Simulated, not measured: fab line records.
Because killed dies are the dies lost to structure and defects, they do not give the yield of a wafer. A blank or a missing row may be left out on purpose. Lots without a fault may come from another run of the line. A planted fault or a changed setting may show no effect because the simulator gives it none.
Chamber matching || flow nand harc || NHARC_P_CONTACT_DESCUM_17 on rie diel-12 has 4 sister chambers
The step chemistry O2, time 3 s. 4 wafers are shown with their chamber, then 7 later ones without.

== WAFERS WITH THEIR CHAMBER ==
{"wafer": "L079.3", "chamber": 2, "drypump motor current A (A)": 5.6}
{"wafer": "L084.6", "chamber": 0, "drypump motor current A (A)": 5.4}
{"wafer": "L085.2", "chamber": 1, "drypump motor current A (A)": 5.4}
{"wafer": "L085.4", "chamber": 3, "drypump motor current A (A)": 6.4}

== WAFERS WITH NO CHAMBER GIVEN ==
{"wafer": "L085.6", "drypump motor current A (A)": 5.4}
{"wafer": "L095.1", "drypump motor current A (A)": 6.4}
{"wafer": "L095.5", "drypump motor current A (A)": 6.4}
{"wafer": "L095.6", "drypump motor current A (A)": 5.6}
{"wafer": "L096.3", "drypump motor current A (A)": 5.4}
{"wafer": "L096.4", "drypump motor current A (A)": 5.5}
{"wafer": "L096.6", "drypump motor current A (A)": 5.4}

== CHAMBER TAKEN BY EACH ==
{"wafer": "L085.6", "from the rows above": "can't be placed: 0 or 1", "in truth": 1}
{"wafer": "L095.1", "from the rows above": 3, "in truth": 3}
{"wafer": "L095.5", "from the rows above": 3, "in truth": 3}
{"wafer": "L095.6", "from the rows above": 2, "in truth": 2}
{"wafer": "L096.3", "from the rows above": "can't be placed: 0 or 1", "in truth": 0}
{"wafer": "L096.4", "from the rows above": "can't be placed: 0 or 1 or 2", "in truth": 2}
{"wafer": "L096.6", "from the rows above": "can't be placed: 0 or 1", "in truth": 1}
Correctly placed: 3 of 7. Can't be placed from these rows: 4 (the true chamber is among the candidates in 4). Number placed wrongly: 0.
How it was worked out, from the rows above alone: a wafer's distance from a chamber is the root of the sum, over the readings, of the square of ((its reading less the chamber's mean) divided by the reading's scatter). If the next closest chamber is less than 2 further off than the closest, the wafer can't be placed; otherwise it belongs to the closest. For every chamber, the mean is computed from those of its wafers that are shown. The scatter (one wafer shown for each chamber): square how far every hidden wafer sits from the nearest shown wafer, average those squares and take the square root.
